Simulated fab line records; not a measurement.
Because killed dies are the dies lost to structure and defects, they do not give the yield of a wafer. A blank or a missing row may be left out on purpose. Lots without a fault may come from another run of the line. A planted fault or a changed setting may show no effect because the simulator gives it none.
Split-lot study ; flow n5_finfet ; 39 wafers read across 7 lots, on a route 1938 steps long

## THE SPLIT
At N5_PMOS_HMC_CHANNEL_EPI_HM_DEP_34 (deposits SiO2 from TEOS/O2, target thk 36 nm, time 6.9 s), the setting time_s was moved away from the recipe's 6.9 s on 12 of the 39 wafers read, by -53.3% to +55.2%. The other wafers ran this setting at the recipe's value.

The split's own step is where the reading is taken.

## THE READING
SiO2_of_PMOS_HMC_CHANNEL_EPI_HM_DEP_34.thk_nm (the simulator's own value, which no gauge read), in nm, at N5_PMOS_HMC_CHANNEL_EPI_HM_DEP_34 (deposits SiO2 from TEOS/O2, target thk 36 nm, time 6.9 s). No usual value for it is given in the file. Across the 27 wafers here that went through the recipe, the average is 36.09 nm and the standard deviation 0.61 nm.

wafer;tool, chamber at the split;time_s as run, s;against the recipe;SiO2_of_PMOS_HMC_CHANNEL_EPI_HM_DEP_34.thk_nm, nm;against lot-mates on the recipe
L074.1;pecvd-02, 1;3.224;-53.3%;17.95;-18.48
L074.2;pecvd-02, 0;6.9;recipe;35.51;-
L074.3;pecvd-02, 2;3.224;-53.3%;18.1;-18.33
L074.4;pecvd-02, 0;3.224;-53.3%;17.18;-19.25
L074.5;pecvd-02, 1;6.9;recipe;36.92;-
L074.6;pecvd-02, 2;6.9;recipe;36.87;-
L081.1;pecvd-01, 1;6.9;recipe;35.03;-
L081.2;pecvd-01, 2;6.9;recipe;34.84;-
L081.3;pecvd-01, 0;10.71;+55.2%;54.6;+19.42
L081.4;pecvd-01, 1;6.9;recipe;35.68;-
L081.5;pecvd-01, 2;10.71;+55.2%;55.07;+19.89
L081.6;pecvd-01, 0;10.71;+55.2%;55.4;+20.22
L082.1;pecvd-01, 2;6.9;recipe;35.67;-
L082.2;pecvd-01, 1;6.9;recipe;35.23;-
L082.3;pecvd-01, 0;6.9;recipe;36.41;-
L082.4;pecvd-01, 2;6.9;recipe;36.18;-
L082.5;pecvd-01, 0;6.9;recipe;37.2;-
L082.6;pecvd-01, 1;6.9;recipe;35.77;-
L083.1;pecvd-01, 0;9.102;+31.9%;47.07;+10.82
L083.2;pecvd-01, 1;9.102;+31.9%;46.25;+10.00
L083.3;pecvd-01, 2;6.9;recipe;35.53;-
L083.4;pecvd-01, 0;6.9;recipe;37.39;-
L083.5;pecvd-01, 2;9.102;+31.9%;47.34;+11.09
L083.6;pecvd-01, 1;6.9;recipe;35.83;-
L089.1;pecvd-04, 2;6.9;recipe;36.23;-
L089.2;pecvd-04, 1;6.9;recipe;36;-
L089.3;pecvd-04, 0;6.9;recipe;35.62;-
L091.1;pecvd-04, 1;6.9;recipe;36.08;-
L091.2;pecvd-04, 0;6.9;recipe;36.61;-
L091.3;pecvd-04, 2;6.9;recipe;36.04;-
L091.4;pecvd-04, 0;10.55;+52.9%;54.67;+18.43
L091.5;pecvd-04, 1;10.55;+52.9%;55.01;+18.77
L091.6;pecvd-04, 2;10.55;+52.9%;54.86;+18.62
L095.1;pecvd-02, 0;6.9;recipe;36.37;-
L095.2;pecvd-02, 1;6.9;recipe;36.2;-
L095.3;pecvd-02, 2;6.9;recipe;35.82;-
L095.4;pecvd-02, 0;6.9;recipe;36.53;-
L095.5;pecvd-02, 1;6.9;recipe;36.6;-
L095.6;pecvd-02, 2;6.9;recipe;36.21;-

FIT RESULTS
A straight line over all 39 wafers: SiO2_of_PMOS_HMC_CHANNEL_EPI_HM_DEP_34.thk_nm changes by +0.346 nm for each +1% of time_s; r = +1.00; the points scatter about the line by 0.58 nm.
The same after taking each lot's own level away (the mean of its wafers on the recipe; 39 wafers): +0.352 nm for each +1%; r = +1.00; scatter 0.52 nm.
Per that fit: largest time_s move, reading shift of 19 nm.
From 35.183 to 36.433 nm: that is the span of the lots' own levels, equal to 2.0 times the standard deviation above.
Hence the lot-to-lot level has little effect on the slope; both slopes agree.
Check: with one of the wafers moved furthest among these (+55.2%) left out of the fit, the line predicts +19.4 nm for it against its lot-mates. It came out at +19.4 nm against them.

## FILE'S OWN FIT
SiO2_of_PMOS_HMC_CHANNEL_EPI_HM_DEP_34.thk_nm changes by +0.352 nm for each +1% of time_s, r = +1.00.
